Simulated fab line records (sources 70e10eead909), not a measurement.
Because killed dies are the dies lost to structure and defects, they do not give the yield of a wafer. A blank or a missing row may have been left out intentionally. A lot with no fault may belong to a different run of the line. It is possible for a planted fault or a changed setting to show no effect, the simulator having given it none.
fab line records ; flow nand_harc
[record] lots = 14; wafers = 42; last_day = 32
route steps=1302 shown A_CONTACT@1003
lots that met no fault: taken from a fault-free run of the same line
start_h: start of the lot's first displayed wafer, in hours after the record's first day ; wait_h: hours elapsed since this lot's preceding step ; " identical to the entry in the row above ; L1.1+2: one row covering several wafers at once ; - no value, or no start given ; * or withheld: withheld ; < > ~ a bound
route shown NAME@n: names a module that has steps shown in the file, with the first one's number in the route ; usual: the fault-free wafers' mean and standard deviation ; same: alike in all rows ; chamber/n: place in a boat ; sites: readings site by site ; _std_site: standard deviation of those values ; _edge_site: the outer-site mean with the inner-site mean subtracted ; radius_mm: how far each site lies from the wafer's centre ; mask NAME#n: copy n ; behind: the last tool/chamber to shape the wafer ; hold: why the lot went on hold/how many hours it stayed there/how the hold came to an end ; device: names the non-switching transistor (n, p or np) ; end of line: the tests these same wafers got at the end of their route ; for a step that has no rows: nothing shown but its recipe ; killed: dies lost to structure and defects at the first sort, not the wafer's yield ; map: per-die view of a wafer (x killed, . not killed, _ where there is no die)
set.NAME: the setting as run; set.NAME@STEP: as run at that earlier step ; model.NAME: the simulator's own value behind a step, which no gauge read
steps of the route over a sample of lots; a table a step, a row a wafer
services: when a tool's chamber went out of use (start_h, in hours from the record's first day, below 0 if earlier), for how many hours, and the reason
[[steps]]
[step NHARC_A_CONTACT_ETCH_50]
[recipe] target_depth_a = 1210; time_s = 60.5; cf4_flow_sccm = 100; chf3_flow_sccm = 30; ar_flow_sccm = 0; rf_w = 500; bias_w = 200; chemistry = CF4/CHF3
[usual] bias_w = 200.0/0.56; cf4_flow_sccm = 100.0/0.3; drypump_motor_current_A = 5.9/0.46; oes_product_au = 0.955/0.021; rf_vpp_V = 370.8/2.3; showerhead_plenum_p_Torr = 1.58/0.067; throttle_valve_pct = 16.803/0.0091
lot.wafer;tool;chamber;start_h;wait_h;bias_w;cf4_flow_sccm;drypump_motor_current_A;oes_product_au;rf_hours_counter_h;rf_vpp_V;showerhead_plenum_p_Torr;throttle_valve_pct
L848.1;rie_diel-12;0;-;-;200.3;99.7;6.0;0.972;7;369.8;1.57;16.797
L848.6;rie_diel-12;0;-;-;200.6;100.4;6.1;0.967;-;370.6;1.57;16.807
L848.5;rie_diel-12;1;-;-;199.6;100.4;5.7;0.973;-;373.2;1.65;16.798
L847.4;rie_diel-07;2;-;-;200.5;100.2;6.2;0.959;9;373.9;1.70;16.805
L847.2;rie_diel-07;3;-;-;199.9;100.2;5.9;0.979;9;368.2;1.50;16.798
L847.6;rie_diel-07;1;-;-;200.1;100.2;5.3;0.960;-;373.0;1.61;16.810
L849.3;rie_diel-07;0;-;-;199.5;100.4;6.5;0.954;9;366.8;1.47;16.796
L849.2;rie_diel-07;2;-;-;199.9;100.2;6.2;0.973;11;374.6;1.70;16.793
L849.1;rie_diel-07;3;-;-;198.7;100.2;5.8;0.961;11;369.3;1.50;16.806
L851.1;rie_diel-12;2;-;-;198.9;100.1;5.6;0.980;12;369.8;1.56;16.802
L851.2;rie_diel-12;3;-;-;199.9;100.3;6.6;0.984;12;371.8;1.61;16.806
L851.6;rie_diel-12;2;-;-;200.6;100.0;5.6;0.983;-;369.5;1.56;16.790
L854.1;rie_diel-04;0;-;-;201.1;100.0;5.4;0.965;8;374.2;1.70;16.791
L854.6;rie_diel-04;0;-;-;200.7;100.0;5.4;0.966;-;372.5;1.70;16.812
L854.5;rie_diel-04;1;-;-;200.5;99.6;4.8;0.980;-;367.3;1.50;16.801
L855.1;rie_diel-12;2;-;-;198.7;99.9;5.6;0.944;18;370.9;1.56;16.816
L855.5;rie_diel-12;3;-;-;200.1;99.9;6.5;0.939;-;373.6;1.61;16.792
L855.4;rie_diel-12;1;-;-;200.7;99.7;5.7;0.934;-;373.2;1.65;16.826
L859.2;rie_diel-12;2;-;-;199.6;99.8;5.6;0.957;20;370.4;1.56;16.790
L859.4;rie_diel-12;0;-;-;200.0;99.9;6.0;0.974;17;371.7;1.57;16.778
L859.6;rie_diel-12;3;-;-;199.6;100.2;6.5;0.984;-;370.9;1.61;16.807
L857.2;rie_diel-04;1;-;-;199.8;99.9;4.9;0.970;17;368.9;1.50;16.821
L857.1;rie_diel-04;2;-;-;199.8;100.0;6.0;0.989;15;367.2;1.48;16.805
L857.6;rie_diel-04;3;-;-;200.3;99.7;5.4;0.956;-;368.3;1.53;16.816
L858.4;rie_diel-12;1;-;-;200.6;99.8;5.7;0.956;20;372.6;1.64;16.803
L858.1;rie_diel-12;3;-;-;200.7;99.6;6.6;0.972;20;371.0;1.61;16.796
L858.6;rie_diel-12;1;-;-;200.1;99.9;5.7;0.958;-;373.5;1.64;16.800
L856.4;rie_diel-12;0;-;-;200.1;99.8;6.0;0.921;19;371.4;1.57;16.809
L856.2;rie_diel-12;2;-;-;199.4;100.0;5.6;0.958;22;369.2;1.56;16.797
L856.3;rie_diel-12;3;-;-;200.5;100.0;6.5;0.941;21;370.5;1.61;16.819
L864.4;rie_diel-12;3;-;-;200.2;100.0;6.6;0.976;7;371.8;1.61;16.792
L864.1;rie_diel-12;1;-;-;199.4;99.8;5.7;0.941;5;372.9;1.64;16.810
L864.5;rie_diel-12;3;-;-;200.0;100.3;6.5;0.978;-;372.0;1.61;16.804
L865.3;rie_diel-12;1;-;-;200.4;100.0;5.7;0.923;7;373.2;1.64;16.795
L865.2;rie_diel-12;3;-;-;200.5;100.3;6.6;0.962;7;370.8;1.61;16.807
L865.4;rie_diel-12;0;-;-;198.6;100.0;6.1;0.953;8;369.8;1.57;16.818
L866.4;rie_diel-12;1;-;-;199.9;99.6;5.7;0.953;8;372.4;1.64;16.796
L866.2;rie_diel-12;2;-;-;199.9;100.3;5.6;0.972;8;370.9;1.56;16.796
L866.6;rie_diel-12;0;-;-;199.5;99.8;6.1;0.975;-;370.6;1.57;16.793
L868.4;rie_diel-12;2;-;-;200.5;100.1;5.6;0.961;11;368.9;1.56;16.810
L868.1;rie_diel-12;3;-;-;199.7;99.9;6.6;0.970;12;371.4;1.61;16.805
L868.6;rie_diel-12;2;-;-;200.0;99.2;5.6;0.962;-;370.5;1.56;16.806
[step NHARC_A_CONTACT_ETCH_114]
[recipe] source_w = withheld; pressure_mtorr = 20; bias_v = 3000; time_s = 190; target_depth_a = 18500; ar_flow_sccm = withheld; c4f8_flow_sccm = withheld; o2_flow_sccm = withheld; chemistry = C4F8/O2/Ar
[usual] chamber_pressure_mTorr = 19.998/0.022; oes_air_line_au = 1.003/0.02
lot.wafer;tool;chamber;start_h;wait_h;chamber_pressure_mTorr;oes_air_line_au;rf_hours_counter_h
L848.1;har_cap_etch-02;1;502.36;0.1;20.003;0.969;83
L848.5;har_cap_etch-02;0;502.36;0.1;19.984;0.998;-
L848.6;har_cap_etch-02;1;502.36;0.1;20.008;1.007;-
L847.2;har_cap_etch-03;1;504.71;0.2;19.999;1.019;38
L847.4;har_cap_etch-03;0;504.71;0.2;20.011;1.036;-
L847.6;har_cap_etch-03;1;504.71;0.2;19.995;1.022;-
L849.1;har_cap_etch-02;1;514.04;0.1;20.012;1.007;86
L849.2;har_cap_etch-02;0;514.04;0.1;19.988;0.999;86
L849.3;har_cap_etch-02;1;514.04;0.1;19.995;0.998;-
L851.1;har_cap_etch-02;1;543.57;0.1;19.984;1.003;92
L851.2;har_cap_etch-02;0;543.57;0.1;20.014;0.998;92
L851.6;har_cap_etch-02;0;543.57;0.1;19.981;0.997;-
L854.1;har_cap_etch-03;1;575.96;0.1;19.997;0.996;50
L854.5;har_cap_etch-03;0;575.96;0.1;19.991;1.006;-
L854.6;har_cap_etch-03;1;575.96;0.1;20.005;0.994;-
L855.1;har_cap_etch-02;0;584.04;0.1;19.989;1.013;98
L855.4;har_cap_etch-02;1;584.04;0.1;20.033;0.979;-
L855.5;har_cap_etch-02;1;584.04;0.1;19.988;1.006;-
L859.2;har_cap_etch-03;1;593.11;0.1;19.992;1.048;53
L859.4;har_cap_etch-03;0;593.11;0.1;19.990;1.014;-
L859.6;har_cap_etch-03;1;593.11;0.1;19.989;1.041;-
L857.2;har_cap_etch-02;1;594.38;0.1;19.999;1.011;100
L857.1;har_cap_etch-02;0;594.38;0.1;19.982;1.021;100
L857.6;har_cap_etch-02;1;594.38;0.1;19.973;0.974;-
L858.1;har_cap_etch-02;0;597.18;0.1;20.003;0.995;103
L858.4;har_cap_etch-02;0;597.18;0.1;19.975;0.998;-
L858.6;har_cap_etch-02;0;597.18;0.1;19.982;1.030;-
L856.2;har_cap_etch-03;1;600.71;0.1;19.993;1.014;57
L856.4;har_cap_etch-03;0;600.71;0.1;19.987;1.013;-
L856.3;har_cap_etch-03;1;600.71;0.1;19.993;1.023;-
L864.1;har_cap_etch-02;0;673.05;0.1;20.005;1.018;115
L864.4;har_cap_etch-02;0;673.05;0.1;20.002;0.983;-
L864.5;har_cap_etch-02;0;673.05;0.1;20.004;0.968;-
L865.2;har_cap_etch-01;0;673.88;0.1;20.002;0.979;26
L865.4;har_cap_etch-01;0;673.88;0.1;20.023;1.003;-
L865.3;har_cap_etch-01;1;673.88;0.1;20.020;1.016;-
L866.2;har_cap_etch-02;1;679.59;0.1;20.021;1.016;117
L866.4;har_cap_etch-02;0;679.59;0.1;19.987;1.023;-
L866.6;har_cap_etch-02;0;679.59;0.1;20.009;1.014;-
L868.1;har_cap_etch-03;1;695.32;0.1;19.953;1.019;75
L868.4;har_cap_etch-03;0;695.32;0.1;19.984;1.030;-
L868.6;har_cap_etch-03;0;695.32;0.1;20.021;1.035;-
[step NHARC_A_CONTACT_ETCH_121]
[recipe] source_w = withheld; pressure_mtorr = 20; bias_v = 3000; time_s = 190; target_depth_a = 18500; ar_flow_sccm = withheld; c4f8_flow_sccm = withheld; o2_flow_sccm = withheld; chemistry = C4F8/O2/Ar
[usual] chamber_pressure_mTorr = 20.000/0.017; oes_air_line_au = 1.000/0.022
lot.wafer;tool;chamber;start_h;wait_h;chamber_pressure_mTorr;oes_air_line_au;rf_hours_counter_h
L848.1;har_cap_etch-02;1;503.55;0.1;19.988;1.011;84
L848.5;har_cap_etch-02;0;503.55;0.1;19.976;1.023;-
L848.6;har_cap_etch-02;1;503.55;0.1;20.014;0.976;-
L847.2;har_cap_etch-03;1;506.31;0.2;19.997;1.001;39
L847.4;har_cap_etch-03;0;506.31;0.2;20.002;0.987;-
L847.6;har_cap_etch-03;1;506.31;0.2;20.028;0.986;-
L849.1;har_cap_etch-02;1;515.24;0.1;20.025;1.022;88
L849.2;har_cap_etch-02;0;515.24;0.1;19.993;0.991;88
L849.3;har_cap_etch-02;1;515.24;0.1;19.979;1.042;-
L851.1;har_cap_etch-02;1;544.77;0.1;20.014;1.010;93
L851.2;har_cap_etch-02;0;544.77;0.1;19.995;1.010;93
L851.6;har_cap_etch-02;0;544.77;0.1;19.981;0.993;-
L854.1;har_cap_etch-03;1;577.15;0.1;19.981;0.987;51
L854.5;har_cap_etch-03;0;577.15;0.1;20.027;0.983;-
L854.6;har_cap_etch-03;1;577.15;0.1;19.996;0.983;-
L855.1;har_cap_etch-02;0;585.24;0.1;-;-;-
L855.4;har_cap_etch-02;1;585.24;0.1;-;-;-
L855.5;har_cap_etch-02;1;585.24;0.1;-;-;-
L859.2;har_cap_etch-03;1;594.30;0.1;-;-;-
L859.4;har_cap_etch-03;0;594.30;0.1;-;-;-
L859.6;har_cap_etch-03;1;594.30;0.1;-;-;-
L857.2;har_cap_etch-02;1;595.57;0.1;19.985;1.006;102
L857.1;har_cap_etch-02;0;595.57;0.1;19.982;0.989;102
L857.6;har_cap_etch-02;1;595.57;0.1;19.980;1.000;-
L858.1;har_cap_etch-02;0;598.38;0.1;20.017;0.995;104
L858.4;har_cap_etch-02;0;598.38;0.1;19.987;0.991;-
L858.6;har_cap_etch-02;0;598.38;0.1;19.999;0.980;-
L856.2;har_cap_etch-03;1;601.90;0.1;20.005;1.005;58
L856.4;har_cap_etch-03;0;601.90;0.1;20.011;0.985;-
L856.3;har_cap_etch-03;1;601.90;0.1;20.032;1.026;-
L864.1;har_cap_etch-02;0;674.24;0.1;19.980;1.044;116
L864.4;har_cap_etch-02;0;674.24;0.1;20.030;1.034;-
L864.5;har_cap_etch-02;0;674.24;0.1;19.987;1.014;-
L865.2;har_cap_etch-01;0;675.07;0.1;19.980;1.016;27
L865.4;har_cap_etch-01;0;675.07;0.1;19.991;0.983;-
L865.3;har_cap_etch-01;1;675.07;0.1;19.988;1.015;-
L866.2;har_cap_etch-02;1;680.79;0.1;19.967;0.976;118
L866.4;har_cap_etch-02;0;680.79;0.1;19.987;1.036;-
L866.6;har_cap_etch-02;0;680.79;0.1;19.998;1.056;-
L868.1;har_cap_etch-03;1;696.52;0.1;20.010;0.959;76
L868.4;har_cap_etch-03;0;696.52;0.1;19.986;0.947;-
L868.6;har_cap_etch-03;0;696.52;0.1;19.976;1.003;-
[step NHARC_A_CONTACT_ETCH_96]
[recipe] target_depth_a = 200; over_etch_frac = 0.5; time_s = 10; ion_energy_ev = 250; c4f6_flow_sccm = 25; o2_flow_sccm = 20; ar_flow_sccm = 500; rf_w = 600; bias_w = 500; chemistry = C4F6/O2
[usual] bias_w = 499.9/1.6; c4f6_flow_sccm = 25.00/0.071; drypump_motor_current_A = 5.9/0.46; oes_product_au = 0.965/0.024; rf_vpp_V = 547/3.4; showerhead_plenum_p_Torr = 3.92/0.16; throttle_valve_pct = 26.903/0.0092
lot.wafer;tool;chamber;start_h;wait_h;bias_w;c4f6_flow_sccm;drypump_motor_current_A;oes_product_au;rf_hours_counter_h;rf_vpp_V;showerhead_plenum_p_Torr;throttle_valve_pct
L848.1;rie_diel-04;1;505.01;0.2;500.1;24.93;4.9;1.007;47;545;3.77;26.904
L848.6;rie_diel-04;3;505.01;0.2;498.1;24.99;5.4;1.004;-;546;3.84;26.904
L848.5;rie_diel-04;0;505.01;0.2;498.2;25.04;5.4;1.011;-;542;3.66;26.894
L847.4;rie_diel-07;0;-;-;498.1;24.98;6.5;0.933;8;541;3.67;26.911
L847.2;rie_diel-07;3;-;-;500.4;25.06;5.9;0.942;10;543;3.73;26.907
L847.6;rie_diel-07;0;-;-;501.1;24.99;6.5;0.939;-;542;3.66;26.902
L849.1;rie_diel-04;2;-;-;499.7;24.98;6.0;0.967;51;542;3.72;26.876
L849.3;rie_diel-04;3;-;-;500.7;25.03;5.5;0.970;23;545;3.84;26.899
L849.2;rie_diel-04;1;-;-;498.7;25.08;4.8;0.946;51;542;3.77;26.894
L851.2;rie_diel-12;0;-;-;500.7;24.92;6.1;0.965;13;547;3.92;26.897
L851.1;rie_diel-12;1;-;-;500.0;24.97;5.7;0.959;13;550;4.10;26.905
L851.6;rie_diel-12;1;-;-;498.9;25.13;5.7;0.969;-;550;4.10;26.913
L854.1;rie_diel-12;1;-;-;499.3;24.99;5.7;0.933;16;550;4.10;26.908
L854.6;rie_diel-12;1;-;-;500.7;24.99;5.7;0.943;-;549;4.10;26.907
L854.5;rie_diel-12;2;-;-;499.4;25.00;5.6;0.942;-;544;3.89;26.898
L855.1;rie_diel-12;1;-;-;502.2;24.98;5.7;0.955;18;552;4.09;26.899
L855.4;rie_diel-12;3;-;-;498.2;25.07;6.6;0.940;19;550;4.02;26.895
L855.5;rie_diel-12;2;-;-;499.1;25.07;5.6;0.947;-;545;3.89;26.894
L859.4;rie_diel-07;0;-;-;498.7;25.02;6.4;0.951;36;542;3.65;26.901
L859.2;rie_diel-07;1;-;-;501.5;25.03;5.4;0.958;41;549;3.99;26.907
L859.6;rie_diel-07;0;-;-;499.2;25.02;6.5;0.947;-;540;3.65;26.897
L857.2;rie_diel-04;0;-;-;497.9;25.04;5.4;0.944;17;553;4.22;26.912
L857.1;rie_diel-04;2;-;-;498.2;25.02;6.0;0.954;17;542;3.71;26.910
L857.6;rie_diel-04;1;-;-;499.7;25.10;4.9;0.951;-;544;3.75;26.907
L858.4;rie_diel-12;2;-;-;499.6;25.00;5.6;0.944;23;545;3.89;26.907
L858.1;rie_diel-12;3;-;-;499.5;24.98;6.5;0.934;22;549;4.01;26.910
L858.6;rie_diel-12;2;-;-;503.3;24.88;5.6;0.956;-;547;3.89;26.918
L856.2;rie_diel-12;0;-;-;499.3;24.92;6.1;0.964;20;546;3.92;26.895
L856.4;rie_diel-12;1;-;-;499.9;25.11;5.7;0.946;22;550;4.09;26.897
L856.3;rie_diel-12;3;-;-;502.0;25.14;6.6;0.948;22;549;4.01;26.901
L864.1;rie_diel-04;2;-;-;499.0;24.94;6.0;0.938;47;542;3.69;26.913
L864.4;rie_diel-04;0;-;-;501.9;25.06;5.4;0.947;45;553;4.20;26.924
L864.5;rie_diel-04;2;-;-;498.1;24.92;6.1;0.929;-;542;3.69;26.910
L865.2;rie_diel-12;3;-;-;503.0;25.08;6.6;0.961;9;548;4.01;26.896
L865.4;rie_diel-12;0;-;-;503.6;25.04;6.0;0.941;9;547;3.91;26.901
L865.3;rie_diel-12;1;-;-;499.9;24.95;5.7;0.944;8;550;4.09;26.915
L866.2;rie_diel-12;3;-;-;498.6;24.95;6.5;0.941;10;549;4.00;26.908
L866.4;rie_diel-12;0;-;-;499.3;25.01;6.0;0.948;10;546;3.91;26.888
L866.6;rie_diel-12;3;-;-;498.8;25.01;6.5;0.939;-;549;4.00;26.917
L868.4;rie_diel-07;2;-;-;498.8;25.08;6.2;0.995;13;551;4.18;26.887
L868.1;rie_diel-07;3;-;-;498.3;24.98;5.9;0.998;14;542;3.70;26.900
L868.6;rie_diel-07;2;-;-;499.3;25.09;6.2;0.993;-;552;4.18;26.896
[[services]]
tool;chamber;start_h;hours;kind
rie_diel-12;0;479.02;-;clean
rie_diel-12;1;479.02;-;clean
rie_diel-12;2;479.02;-;clean
rie_diel-12;3;479.02;-;clean
rie_diel-04;3;479.76;23.6;repair
har_cap_etch-01;-;497.00;17.0;pm
rie_diel-04;2;502.68;5.3;repair
rie_diel-12;0;503.52;-;clean
rie_diel-12;1;503.52;-;clean
rie_diel-12;2;503.52;-;clean
rie_diel-12;3;503.52;-;clean
rie_diel-12;-;506.15;12.8;repair
rie_diel-12;0;528.02;-;clean
rie_diel-12;1;528.02;-;clean
rie_diel-12;2;528.02;-;clean
rie_diel-12;3;528.02;-;clean
rie_diel-04;2;528.93;13.7;repair
rie_diel-04;-;544.82;9.0;pm
rie_diel-12;0;552.52;-;clean
rie_diel-12;1;552.52;-;clean
rie_diel-07;3;569.64;11.1;repair
rie_diel-12;0;580.54;3.8;repair
rie_diel-12;-;622.56;9.0;pm
rie_diel-07;-;648.24;9.0;pm
[[key]]
[first_sign] step = NHARC_A_CONTACT_ETCH_121; reading = tool_record; direction = missing
effect none on later readings
met_at NHARC_A_CONTACT_ETCH_121
struck_lots L855,L859
later_rows_left_out L855.1,L855.4,L855.5,L859.2,L859.4,L859.6
sort_left_out L855.1,L855.4,L855.5,L859.2,L859.4,L859.6
tester_left_out L855,L859
not_acting_at NHARC_A_CONTACT_ETCH_50,NHARC_A_CONTACT_ETCH_114,NHARC_A_CONTACT_ETCH_96
onset_between 577.15 585.24
[fault] kind = skipped_step_whole; tool = har_cap_etch-02,har_cap_etch-03; chamber = -; onset_h = 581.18; steps = NHARC_A_CONTACT_ETCH_121; scope = struck_lots_only
// tester_left_out: of these lots the tester's yield and bins aren't shown, on N5 and GAA mostly nor the transistor test; their killed dies are dies lost to structure and defects alone, not to doping, threshold or leakage, so they don't give the yield
// sort_left_out: the simulated sort isn't trusted on such a fault, so these wafers' sort isn't shown, and their yield isn't known
// later_rows_left_out: the simulator's readings of these wafers behind a module that went badly wrong aren't trusted and aren't shown, but for the sort
